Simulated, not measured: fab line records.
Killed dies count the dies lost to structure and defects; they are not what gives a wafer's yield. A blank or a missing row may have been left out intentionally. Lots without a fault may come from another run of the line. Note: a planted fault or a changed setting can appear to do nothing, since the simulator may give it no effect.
fab line records	flow nand_harc	part 1 of 2: steps 1 to 25 of 39
record: lots: 5	wafers: 15	last_day: 30
route steps=1302 shown A_STAIRCASE@862 A_SGD_CUT@890
lots that met no fault: taken from a fault-free run of the same line
start_h: hours from the record's first day to the start of the lot's first wafer shown	wait_h: hours elapsed since this lot's preceding step	" the same as in the row above	L1.1+2: a row that stands for several wafers	- no value, or no start was given	* or withheld: withheld	< > ~ a bound
route shown NAME@n: NAME is a module with steps in the file, n the number in the route of the first one	usual: mean/standard deviation of fault-free wafers	same: alike in all rows	chamber/n: place in a boat	sites: readings site by site	_std_site: how widely they spread, as a standard deviation	_edge_site: inner sites' mean taken away from outer sites' mean	radius_mm: how far each site lies from the wafer's centre	mask NAME#n: copy n	behind: the last tool/chamber to shape the wafer	hold: why the lot was held/for how many hours/how that ended	device: the transistor (n, p or np) that didn't switch	end of line: the route-end tests of the same wafers	step lacking rows: just its recipe	killed: the dies lost at the first sort to structure and to defects; this is not the yield of the wafer	map: dies across one wafer; x = killed, . = not, _ = none there
set.NAME: setting as actually run; set.NAME@STEP: the setting as run at that earlier step	model.NAME: the simulator's own value behind a step, which no gauge read
lots at some steps of the route; a table a step, a row a wafer
services: from which hour (start_h, from the record's first day; less than 0 if before it) a tool's chamber was out of use, for how many hours, and why
== steps ==
step: NHARC_A_STAIRCASE_SOFTBAKE_436
recipe: temp_c: 135	time_s: 170
same: time_s: 170
lot.wafer	tool	chamber	start_h	wait_h
L074.1+2+3	litho_track-07	0	-	-
L078.1+2+6	litho_track-02	0	-	-
L082.1+2+6	litho_track-02	0	-	-
L081.2+4+6	litho_track-07	0	-	-
L089.2+4+6	litho_track-07	0	-	-
step: NHARC_A_STAIRCASE_EBR_437
lot.wafer	tool	chamber	start_h	wait_h
L074.1+2+3	litho_track-07	0	-	-
L078.1+2+6	litho_track-02	0	-	-
L082.1+2+6	litho_track-02	0	-	-
L081.2+4+6	litho_track-07	0	-	-
L089.2+4+6	litho_track-07	0	-	-
step: NHARC_A_STAIRCASE_EXPOSE_438
recipe: na: 0.5	dose_mj: 28.97	mask_id: STAIR_REV
lot.wafer	tool	chamber	start_h	wait_h	mask
L074.1+2+3	krf_scanner-04	0	436.49	-	STAIR_REV#0
L078.1+2+6	krf_scanner-02	0	464.53	-	STAIR_REV#0
L082.1+2+6	krf_scanner-04	0	500.19	-	STAIR_REV#0
L081.2+4+6	krf_scanner-02	0	500.35	-	STAIR_REV#0
L089.2+4+6	krf_scanner-03	0	581.19	-	STAIR_REV#0
step: NHARC_A_STAIRCASE_PEB_439
recipe: peb_temp_c: 115	peb_time_s: 130
lot.wafer	tool	chamber	start_h	wait_h
L074.1+2+3	litho_track-05	0	436.56	0.1
L078.1+2+6	litho_track-02	0	464.59	0.1
L082.1+2+6	litho_track-07	0	500.26	0.1
L081.2+4+6	litho_track-05	0	500.42	0.1
L089.2+4+6	litho_track-05	0	581.26	0.1
step: NHARC_A_STAIRCASE_DEVELOP_440
recipe: time_s: 140
same: time_s: 140
lot.wafer	tool	chamber	start_h	wait_h
L074.1+2+3	litho_track-05	0	-	-
L078.1+2+6	litho_track-02	0	-	-
L082.1+2+6	litho_track-07	0	-	-
L081.2+4+6	litho_track-05	0	-	-
L089.2+4+6	litho_track-05	0	-	-
step: NHARC_A_STAIRCASE_HARDBAKE_442
recipe: temp_c: 120	time_s: 140
same: time_s: 140
lot.wafer	tool	chamber	start_h	wait_h
L074.1+2+3	litho_track-02	0	436.77	-
L078.1+2+6	litho_track-07	0	464.81	-
L082.1+2+6	litho_track-07	0	500.47	-
L081.2+4+6	litho_track-05	0	500.64	-
L089.2+4+6	litho_track-05	0	581.48	-
step: NHARC_A_STAIRCASE_DESCUM_443
recipe: time_s: 3	o2_flow_sccm: 200	ar_flow_sccm: 0	bias_power_w: 0	chemistry: O2
usual: drypump_motor_current_A: 6.0/0.36	oes_product_au: 1.001/0.0097	rf_vpp_V: 57.8/0.87	showerhead_plenum_p_Torr: 1.90/0.065	throttle_valve_pct: 11.312/0.0088
same: time_s: 3
lot.wafer	tool	chamber	start_h	wait_h	drypump_motor_current_A	oes_product_au	rf_hours_counter_h	rf_vpp_V	showerhead_plenum_p_Torr	throttle_valve_pct
L074.2	rie_diel-07	0	436.87	-	5.1	1.000	44	57.7	1.89	11.321
L074.3	"	1	"	"	6.0	0.981	44	58.4	1.89	11.319
L074.1	"	3	"	"	5.9	1.015	44	56.6	1.98	11.304
L078.2	rie_diel-07	3	465.03	-	5.9	1.010	55	56.3	1.98	11.324
L078.1	"	0	"	"	5.1	1.004	53	58.9	1.89	11.322
L078.6	"	0	"	"	5.1	1.002	-	57.5	1.89	11.308
L082.1	rie_diel-03	1	500.57	-	6.3	0.993	13	56.8	1.87	11.318
L082.2	"	0	"	"	6.1	1.018	12	58.7	1.88	11.323
L082.6	"	1	"	"	6.3	0.983	-	57.5	1.87	11.314
L081.4	rie_diel-01	0	500.75	-	5.7	0.997	30	57.0	1.90	11.316
L081.2	"	3	"	"	6.5	0.992	31	57.1	1.91	11.314
L081.6	"	1	"	"	6.5	1.000	-	56.2	1.85	11.302
L089.2	rie_diel-03	3	581.58	-	6.2	0.997	33	58.5	1.98	11.323
L089.4	"	0	"	"	6.1	1.022	40	58.3	1.87	11.330
L089.6	"	1	"	"	6.3	0.999	-	57.2	1.86	11.312
step: NHARC_A_STAIRCASE_ETCH_444
recipe: target_depth_a: 2.04e+05	time_s: 6800	c4f8_flow_sccm: 20	o2_flow_sccm: 10	ar_flow_sccm: withheld	rf_w: 600	bias_w: 1000	chemistry: C4F8/O2
usual: oes_product_au: 0.933/0.016	rf_fwd_power_W: 599.7/1.9	rf_vpp_V: 806/3.5
same: time_s: 6800
lot.wafer	tool	chamber	start_h	wait_h	oes_product_au	rf_fwd_power_W	rf_hours_counter_h	rf_vpp_V
L074.3	rie_diel-07	2	437.42	0.5	0.919	599.7	46	801
L074.2	"	3	"	"	0.946	594.5	44	810
L074.1	"	0	"	"	0.916	598.7	45	806
L078.1	rie_diel-07	2	465.19	0.1	0.935	600.6	56	800
L078.2	"	3	"	"	0.938	601.0	56	811
L078.6	"	2	467.10	2.0	0.934	602.7	-	800
L082.2	rie_diel-03	0	500.67	0.1	0.961	601.5	13	804
L082.1	"	1	"	"	0.954	603.1	14	805
L082.6	"	2	503.82	3.2	0.968	602.4	-	813
L081.4	rie_diel-01	2	501.76	1.0	0.932	602.2	36	803
L081.2	"	3	"	"	0.921	598.0	32	806
L081.6	"	1	"	"	0.915	598.3	-	805
L089.2	rie_diel-03	0	584.44	2.9	0.940	600.3	43	804
L089.4	"	2	"	"	0.937	598.9	42	812
L089.6	"	0	"	"	0.934	600.9	-	806
step: NHARC_A_STAIRCASE_STRIP_446
recipe: power_w: 1500	temp_c: 250	chemistry: O2
usual: drypump_motor_current_A: 5.6/0.38	heater_power_w: 344/11
lot.wafer	tool	chamber	start_h	wait_h	drypump_motor_current_A	heater_power_w	rf_hours_counter_h
L074.1	plasma_asher-01	1	441.29	0.0	5.5	351	19
L074.2	"	0	"	"	5.0	365	19
L074.3	"	0	"	"	5.0	358	-
L078.2	plasma_asher-02	0	470.55	0.0	5.8	334	6
L078.1	"	1	"	"	6.0	340	6
L078.6	"	1	"	"	6.1	348	-
L081.2	plasma_asher-01	0	505.21	0.1	5.0	365	33
L081.4	"	1	"	"	5.5	340	-
L081.6	"	0	"	"	5.0	355	-
L082.2	plasma_asher-02	0	506.01	0.0	5.8	330	14
L082.1	"	1	"	"	6.1	356	14
L082.6	"	0	"	"	5.8	327	-
L089.2	plasma_asher-02	0	588.85	0.1	5.8	328	32
L089.4	"	0	"	"	5.8	327	-
L089.6	"	0	"	"	5.8	331	-
step: NHARC_A_STAIRCASE_STRIP_447
recipe: time_s: 900	temp_c: 130	chemistry: SPM
same: time_s: 900
lot.wafer	tool	chamber	start_h	wait_h
L074.1+2+3	wet_bench-09	5,6,2	441.64	0.3
L078.1+2+6	wet_bench-04	0,3,5	470.90	0.3
L081.2+6+4	wet_bench-04	6,0,1	505.52	0.3
L082.1+2+6	wet_bench-09	3,4,5	506.37	0.3
L089.2+4+6	wet_bench-05	5,0,1	589.16	0.3
step: NHARC_A_STAIRCASE_PRECLEAN_448
recipe: time_s: *	temp_c: 50	bath_age_min: 0	chemistry: SC1
same: bath_age_min: 0	time_s: *
lot.wafer	tool	chamber	start_h	wait_h
L074.1+2+3	wet_bench-09	5,6,2	-	-
L078.1+2+6	wet_bench-04	0,3,5	-	-
L081.2+6+4	wet_bench-04	6,0,1	-	-
L082.1+2+6	wet_bench-09	3,4,5	-	-
L089.2+4+6	wet_bench-05	5,0,1	-	-
step: NHARC_A_STAIRCASE_SRD_449
lot.wafer	tool	chamber	start_h	wait_h
L074.1+2+3	wet_bench-09	5,6,2	-	-
L078.1+2+6	wet_bench-04	0,3,5	-	-
L081.2+6+4	wet_bench-04	6,0,1	-	-
L082.1+2+6	wet_bench-09	3,4,5	-	-
L089.2+4+6	wet_bench-05	5,0,1	-	-
step: NHARC_A_STAIRCASE_CMP_450
recipe: target_thk_nm: 200	material: SiO2
usual: edge_zone_pressure_frac: 1.000/0.0052	motor_current_A: 12.6/1.3	slurry_filter_dp_kPa: 13.51/0.14
lot.wafer	tool	chamber	start_h	wait_h	edge_zone_pressure_frac	motor_current_A	slurry_filter_dp_kPa
L074.3	cmp-04	0	442.10	-	0.996	13.1	13.50
L074.2	"	1	"	"	0.992	10.8	13.69
L074.1	"	2	"	"	0.993	13.6	13.44
L078.1	cmp-03	2	471.36	-	0.995	14.1	13.33
L078.2	"	1	"	"	0.994	11.7	13.59
L078.6	"	3	"	"	0.999	12.6	13.45
L081.2	cmp-02	1	505.96	-	0.997	13.4	13.56
L081.4	"	3	"	"	0.999	10.8	13.42
L081.6	"	2	"	"	1.005	14.1	13.41
L082.2	cmp-02	0	506.81	-	1.001	11.6	13.60
L082.1	"	3	"	"	1.011	10.6	13.56
L082.6	"	0	"	"	1.002	11.7	13.45
L089.4	cmp-03	0	589.62	-	0.999	11.5	13.52
L089.2	"	1	"	"	0.997	10.9	13.50
L089.6	"	0	"	"	0.999	11.2	13.43
step: NHARC_A_STAIRCASE_CMP_152
usual: edge_zone_pressure_frac: 1.000/0.0057	motor_current_A: 12.5/1.2	slurry_filter_dp_kPa: 13.48/0.14
lot.wafer	tool	chamber	start_h	wait_h	edge_zone_pressure_frac	motor_current_A	slurry_filter_dp_kPa
L074.3	cmp-04	0	442.18	0.1	0.998	12.4	13.12
L074.2	"	1	"	"	0.987	11.4	13.49
L074.1	"	2	"	"	1.003	13.4	13.16
L078.1	cmp-03	2	471.43	0.1	0.997	13.6	13.39
L078.2	"	1	"	"	1.007	11.4	13.48
L078.6	"	3	"	"	0.997	12.6	13.72
L081.2	cmp-02	1	506.04	0.1	1.003	12.3	13.53
L081.4	"	3	"	"	0.998	10.8	13.29
L081.6	"	2	"	"	1.000	13.9	13.45
L082.2	cmp-02	0	506.88	0.1	0.995	11.3	13.41
L082.1	"	3	"	"	1.009	10.2	13.23
L082.6	"	0	"	"	0.989	12.1	13.43
L089.4	cmp-03	0	589.69	0.1	1.000	11.1	13.62
L089.2	"	1	"	"	1.005	11.2	13.22
L089.6	"	0	"	"	1.008	11.3	13.29
step: NHARC_A_STAIRCASE_SRD_154
lot.wafer	tool	chamber	start_h	wait_h
L074.1+3+2	wet_bench-04	5,6,7	442.45	0.0
L078.6+1+2	wet_bench-05	3,4,0	471.72	0.0
L081.2+4+6	wet_bench-04	6,7,0	506.33	0.0
L082.1+6+2	wet_bench-09	7,2,3	507.18	0.0
L089.4+2+6	wet_bench-05	2,3,5	589.97	0.0
step: NHARC_A_STAIRCASE_ETCH_403
recipe: target_depth_a: 1082	chemistry: dHF	material: SiO2
lot.wafer	tool	chamber	start_h	wait_h
L074.1+3+2	wet_bench-04	5,6,7	442.47	0.0
L078.6+1+2	wet_bench-05	3,4,0	471.74	0.0
L081.2+4+6	wet_bench-04	6,7,0	506.36	0.0
L082.1+6+2	wet_bench-09	7,2,3	507.21	0.0
L089.4+2+6	wet_bench-05	2,3,5	590.00	0.0
step: NHARC_A_STAIRCASE_ETCHBACK_422
recipe: target_depth_a: 400	over_etch_frac: 0.3	time_s: 74.286	ion_energy_ev: 120	ch3f_flow_sccm: 50	o2_flow_sccm: 30	ar_flow_sccm: 200	rf_w: 500	bias_w: 100	chemistry: CH3F/O2
usual: drypump_motor_current_A: 6.0/0.34	oes_product_au: 0.95/0.034	rf_fwd_power_W: 495.6/2	rf_vpp_V: 244.1/1.3	showerhead_plenum_p_Torr: 2.43/0.082	throttle_valve_pct: 20.662/0.0096
same: time_s: 74.286
lot.wafer	tool	chamber	start_h	wait_h	drypump_motor_current_A	oes_product_au	rf_fwd_power_W	rf_hours_counter_h	rf_vpp_V	showerhead_plenum_p_Torr	throttle_valve_pct
L074.3	rie_diel-03	3	442.64	0.2	6.2	0.94	497.8	46	245.8	2.56	20.644
L074.2	"	0	"	"	6.1	0.92	497.5	50	244.5	2.43	20.680
L074.1	"	1	"	"	6.3	0.93	495.3	48	244.0	2.41	20.690
L078.1	rie_diel-01	0	471.91	0.2	5.7	0.93	495.6	23	243.9	2.45	20.668
L078.2	"	1	"	"	6.5	0.92	496.0	25	244.0	2.39	20.667
L078.6	"	3	"	"	6.5	0.93	494.9	-	243.2	2.46	20.672
L081.2	rie_diel-07	0	506.53	0.2	5.1	0.92	497.0	7	244.0	2.42	20.687
L081.4	"	1	"	"	6.1	0.92	491.3	6	244.1	2.43	20.661
L081.6	"	2	"	"	5.7	0.93	495.4	-	241.7	2.30	20.667
L082.2	rie_diel-01	2	507.37	0.1	6.0	0.94	495.7	38	243.8	2.37	20.669
L082.1	"	0	"	"	5.7	0.93	495.4	35	243.6	2.45	20.651
L082.6	"	2	"	"	6.0	0.93	496.2	-	243.6	2.37	20.651
L089.2	rie_diel-07	1	590.16	0.2	6.0	0.91	491.0	38	244.1	2.42	20.663
L089.4	"	1	"	"	6.0	0.92	491.2	-	243.7	2.42	20.686
L089.6	"	2	"	"	5.6	0.93	497.7	-	242.8	2.29	20.663
step: NHARC_A_STAIRCASE_ETCH_423
recipe: target_depth_a: 300	chemistry: dHF	material: SiO2
lot.wafer	tool	chamber	start_h	wait_h
L074.3+1+2	wet_bench-09	4,6,7	442.80	0.1
L078.6+1+2	wet_bench-04	6,1,3	472.05	0.1
L081.4+6+2	wet_bench-05	4,5,6	506.69	0.1
L082.1+2+6	wet_bench-04	7,1,2	507.53	0.1
L089.2+6+4	wet_bench-04	4,6,0	590.33	0.2
step: NHARC_A_STAIRCASE_ETCHBACK_157
recipe: target_depth_a: 900	over_etch_frac: 0.3	time_s: 167.14	ion_energy_ev: 120	ch3f_flow_sccm: 50	o2_flow_sccm: 30	ar_flow_sccm: 200	rf_w: 500	bias_w: 100	chemistry: CH3F/O2
usual: drypump_motor_current_A: 6.0/0.35	oes_product_au: 0.959/0.03	rf_fwd_power_W: 497.6/1.6	rf_vpp_V: 243.9/1.4	showerhead_plenum_p_Torr: 2.43/0.078	throttle_valve_pct: 20.662/0.0091
same: time_s: 167.14
lot.wafer	tool	chamber	start_h	wait_h	drypump_motor_current_A	oes_product_au	rf_fwd_power_W	rf_hours_counter_h	rf_vpp_V	showerhead_plenum_p_Torr	throttle_valve_pct
L074.1	rie_diel-03	2	442.98	0.1	6.0	0.959	497.4	48	246.6	2.60	20.650
L074.3	"	3	"	"	6.2	0.983	498.7	46	246.1	2.55	20.659
L074.2	"	0	"	"	6.1	0.976	496.1	50	245.6	2.43	20.662
L078.1	rie_diel-01	1	472.25	0.1	6.5	0.938	499.6	25	241.0	2.39	20.673
L078.2	"	0	"	"	5.7	0.939	497.6	23	244.8	2.45	20.658
L078.6	"	1	"	"	6.5	0.949	496.1	-	243.8	2.39	20.660
L081.4	rie_diel-01	2	506.87	0.2	6.0	0.967	495.9	38	244.1	2.37	20.670
L081.2	"	0	"	"	5.7	0.983	496.3	35	242.4	2.45	20.676
L081.6	"	3	"	"	6.5	0.971	498.6	-	244.4	2.45	20.656
L082.1	rie_diel-01	0	507.71	0.2	5.7	0.942	498.9	35	243.1	2.45	20.655
L082.2	"	1	"	"	6.5	0.951	496.1	39	242.0	2.38	20.681
L082.6	"	1	"	"	6.5	0.938	495.5	-	243.6	2.38	20.667
L089.2	rie_diel-07	1	590.56	0.2	6.0	0.960	492.2	38	243.4	2.42	20.670
L089.6	"	3	"	"	5.9	0.971	499.7	-	244.3	2.52	20.654
L089.4	"	2	"	"	5.7	0.967	498.4	-	241.0	2.29	20.665
step: NHARC_A_STAIRCASE_STRIP_475
recipe: time_s: 20	o2_flow_sccm: 500	ar_flow_sccm: 0	bias_w: 0	chemistry: O2
usual: drypump_motor_current_A: 6.0/0.36	oes_product_au: 1.001/0.01	rf_vpp_V: 57.7/0.83	showerhead_plenum_p_Torr: 3.49/0.1	throttle_valve_pct: 17.036/0.0091
same: time_s: 20
lot.wafer	tool	chamber	start_h	wait_h	drypump_motor_current_A	oes_product_au	rf_hours_counter_h	rf_vpp_V	showerhead_plenum_p_Torr	throttle_valve_pct
L074.1	rie_diel-03	1	-	-	6.3	0.990	48	57.7	3.46	17.038
L074.3	"	2	"	"	6.0	0.992	48	59.8	3.72	17.040
L074.2	"	0	"	"	6.1	1.006	50	58.0	3.48	17.055
L078.1	rie_diel-01	2	-	-	6.0	1.007	27	56.8	3.40	17.053
L078.2	"	0	"	"	5.7	0.997	23	57.7	3.52	17.024
L078.6	"	2	"	"	6.0	1.001	-	58.4	3.40	17.038
L081.2	rie_diel-01	2	-	-	6.0	0.995	38	57.7	3.40	17.025
L081.4	"	1	"	"	6.5	0.994	39	58.1	3.42	17.042
L081.6	"	2	"	"	6.0	0.999	-	58.0	3.40	17.032
L082.2	rie_diel-01	1	-	-	6.5	0.997	39	57.2	3.42	17.030
L082.1	"	2	"	"	6.0	1.005	38	56.9	3.40	17.043
L082.6	"	2	"	"	6.0	0.993	-	57.2	3.40	17.028
L089.2	rie_diel-07	3	590.76	0.2	5.9	1.014	38	57.9	3.61	17.023
L089.4	"	2	"	"	5.7	1.000	-	57.2	3.30	17.036
L089.6	"	3	"	"	5.9	1.006	-	57.5	3.61	17.026
step: NHARC_A_STAIRCASE_DEP_471
recipe: target_thk_a: 1000	temp_c: 400	pressure_torr: 6.5	rf_w: 900	teos_flow_sccm: 161.4	flow_sccm: 2650	target_thk_nm: 100	gas: O2	material: SiO2
usual: heater_power_w: 541/74	rf_fwd_power_W: 895.9/2.9	throttle_valve_pct: 15.9/0.54
lot.wafer	tool	chamber	start_h	wait_h	heater_power_w	rf_fwd_power_W	throttle_valve_pct
L074.3	pecvd-02	1	443.27	-	641	889.5	14.9
L074.1	"	2	"	"	524	894.9	16.3
L074.2	"	0	"	"	621	895.5	16.2
L078.2	pecvd-03	2	472.53	-	612	892.9	16.7
L078.1	"	1	"	"	565	896.0	16.7
L078.6	"	0	"	"	460	892.4	15.9
L081.2	pecvd-04	0	507.26	-	570	899.7	14.9
L081.4	"	2	"	"	549	890.8	15.6
L081.6	"	0	"	"	569	899.7	14.9
L082.2	pecvd-02	1	508.01	-	635	890.1	15.5
L082.1	"	2	"	"	390	897.0	16.1
L082.6	"	1	"	"	643	895.3	15.2
L089.2	pecvd-03	1	590.86	-	497	893.8	16.3
L089.4	"	1	"	"	501	895.1	16.1
L089.6	"	2	"	"	599	893.7	16.8
step: NHARC_A_STAIRCASE_CMP_472
recipe: material: SiO2
usual: edge_zone_pressure_frac: 1.001/0.0048	motor_current_A: 12.5/1.2	slurry_filter_dp_kPa: 13.49/0.14
lot.wafer	tool	chamber	start_h	wait_h	edge_zone_pressure_frac	motor_current_A	slurry_filter_dp_kPa
L074.2	cmp-03	2	443.54	0.2	0.998	14.3	13.19
L074.3	"	3	"	"	1.001	12.1	13.44
L074.1	"	0	"	"	0.996	11.2	13.67
L078.2	cmp-04	0	472.83	0.3	0.998	13.2	13.64
L078.1	"	2	"	"	1.003	13.0	13.55
L078.6	"	0	"	"	1.005	13.2	13.58
L081.2	cmp-03	0	507.50	0.2	1.001	11.6	13.52
L081.4	"	1	"	"	0.997	11.6	13.45
L081.6	"	0	"	"	1.000	10.9	13.49
L082.1	cmp-03	0	508.26	0.2	1.003	11.8	13.70
L082.2	"	3	"	"	1.013	12.4	13.33
L082.6	"	1	"	"	0.997	12.3	13.53
L089.4	cmp-04	3	591.13	0.2	1.004	11.8	13.34
L089.2	"	2	"	"	1.004	13.7	13.52
L089.6	"	3	"	"	0.994	11.7	13.59
step: NHARC_A_STAIRCASE_SRD_474
lot.wafer	tool	chamber	start_h	wait_h
L074.1+2+3	wet_bench-04	1,3,4	443.80	0.0
L078.6+1+2	wet_bench-04	1,3,4	473.06	0.0
L081.2+4+6	wet_bench-04	1,3,5	507.74	0.0
L082.2+1+6	wet_bench-04	3,6,7	508.52	0.0
L089.4+6+2	wet_bench-09	1,4,6	591.38	0.0
step: NHARC_A_STAIRCASE_INSPECT_155
usual: raw_defect_count: 433/150
lot.wafer	tool	chamber	start_h	wait_h	raw_defect_count
L074.1	defect_inspect-01	-	443.88	0.1	351
L074.2	"	-	"	"	400
L074.3	"	-	"	"	317
L078.1	defect_inspect-02	-	473.14	0.1	400
L078.2	"	-	"	"	666
L078.6	"	-	"	"	494
L081.2	defect_inspect-02	-	507.82	0.1	1067
L081.4	"	-	"	"	754
L081.6	"	-	"	"	1008
L082.1	defect_inspect-02	-	508.60	0.1	404
L082.2	"	-	"	"	263
L082.6	"	-	"	"	376
L089.2	defect_inspect-01	-	591.47	0.1	361
L089.4	"	-	"	"	550
L089.6	"	-	"	"	461
step: NHARC_A_SGD_CUT_DEP_00
recipe: target_thk_a: 500	temp_c: 400	target_thk_nm: 50	flow_sccm: 200	rf_w: 450	material: SiNx
usual: heater_power_w: 700/76	rf_fwd_power_W: 448.2/1.4
lot.wafer	tool	chamber	start_h	wait_h	heater_power_w	rf_fwd_power_W
L074.1	pecvd-03	1	443.95	0.1	683	447.0
L074.2	"	2	"	"	905	445.4
L074.3	"	0	"	"	610	446.8
L078.2	pecvd-01	0	473.24	0.1	617	450.1
L078.1	"	1	"	"	757	448.5
L078.6	"	2	"	"	719	450.7
L081.2	pecvd-01	1	507.89	0.1	716	448.6
L081.6	"	1	"	"	701	448.4
L081.4	"	0	"	"	586	448.9
L082.2	pecvd-01	1	508.70	0.1	785	450.2
L082.1	"	2	"	"	685	448.1
L082.6	"	2	"	"	716	449.5
L089.2	pecvd-01	0	591.53	0.1	601	449.4
L089.4	"	0	"	"	612	448.1
L089.6	"	1	"	"	661	449.3
